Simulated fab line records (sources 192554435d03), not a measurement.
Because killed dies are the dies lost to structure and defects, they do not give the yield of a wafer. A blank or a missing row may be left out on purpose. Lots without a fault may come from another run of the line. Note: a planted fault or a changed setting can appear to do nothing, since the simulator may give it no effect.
Chamber matching / flow n5Finfet / rieDiel-05 running N5_BEOL_M0_ETCH_109: 4 sister chambers
The step etches SiCN in CH3F/O2, target depth 8 nm, overetch 2.4 nm, time 27.4 s. 8 wafers are shown with their chamber, then 12 later ones without.

WAFERS WITH THEIR CHAMBER
wafer=L076.4; chamber=2; showerheadPlenumPTorr (Torr)=2.07; throttleValvePct (%)=16.23
wafer=L079.3; chamber=2; showerheadPlenumPTorr (Torr)=2.07; throttleValvePct (%)=16.23
wafer=L080.4; chamber=3; showerheadPlenumPTorr (Torr)=2.13; throttleValvePct (%)=16.09
wafer=L083.1; chamber=0; showerheadPlenumPTorr (Torr)=2.01; throttleValvePct (%)=15.87
wafer=L083.5; chamber=0; showerheadPlenumPTorr (Torr)=2.01; throttleValvePct (%)=15.87
wafer=L087.1; chamber=3; showerheadPlenumPTorr (Torr)=2.12; throttleValvePct (%)=16.13
wafer=L087.2; chamber=1; showerheadPlenumPTorr (Torr)=1.91; throttleValvePct (%)=16.50
wafer=L087.6; chamber=1; showerheadPlenumPTorr (Torr)=1.91; throttleValvePct (%)=16.49

WAFERS WHOSE CHAMBER IS MISSING
wafer=L088.2; showerheadPlenumPTorr (Torr)=2.07; throttleValvePct (%)=16.28
wafer=L088.5; showerheadPlenumPTorr (Torr)=2.07; throttleValvePct (%)=16.27
wafer=L088.6; showerheadPlenumPTorr (Torr)=2.12; throttleValvePct (%)=16.14
wafer=L089.1; showerheadPlenumPTorr (Torr)=2.12; throttleValvePct (%)=16.14
wafer=L089.2; showerheadPlenumPTorr (Torr)=1.91; throttleValvePct (%)=16.51
wafer=L089.3; showerheadPlenumPTorr (Torr)=2.06; throttleValvePct (%)=16.30
wafer=L089.4; showerheadPlenumPTorr (Torr)=1.91; throttleValvePct (%)=16.52
wafer=L089.5; showerheadPlenumPTorr (Torr)=2.12; throttleValvePct (%)=16.15
wafer=L089.6; showerheadPlenumPTorr (Torr)=2.06; throttleValvePct (%)=16.27
wafer=L097.4; showerheadPlenumPTorr (Torr)=1.91; throttleValvePct (%)=16.54
wafer=L097.5; showerheadPlenumPTorr (Torr)=1.91; throttleValvePct (%)=16.52
wafer=L097.6; showerheadPlenumPTorr (Torr)=2.00; throttleValvePct (%)=15.92

CHAMBER TAKEN BY EACH
wafer=L088.2; from the rows above=2; in truth=2
wafer=L088.5; from the rows above=2; in truth=2
wafer=L088.6; from the rows above=3; in truth=3
wafer=L089.1; from the rows above=3; in truth=3
wafer=L089.2; from the rows above=1; in truth=1
wafer=L089.3; from the rows above=2; in truth=2
wafer=L089.4; from the rows above=1; in truth=1
wafer=L089.5; from the rows above=3; in truth=3
wafer=L089.6; from the rows above=2; in truth=2
wafer=L097.4; from the rows above=1; in truth=1
wafer=L097.5; from the rows above=1; in truth=1
wafer=L097.6; from the rows above=0; in truth=0
Placed correctly: 12 of 12. Can't be placed from these rows: 0. Number placed wrongly: 0.
How it was worked out, from the rows above alone: a wafer's distance from a chamber is the root of the sum, over the readings, of the square of ((its reading less the chamber's mean) divided by the reading's scatter). The wafer belongs to the nearest chamber; if the next one is less than 2 further off, it can't be placed. For every chamber, the mean is computed from those of its wafers that are shown. The scatter: the root of (the sum of the squares of (reading less its chamber's mean) over the shown wafers, divided by (wafers less chambers)).
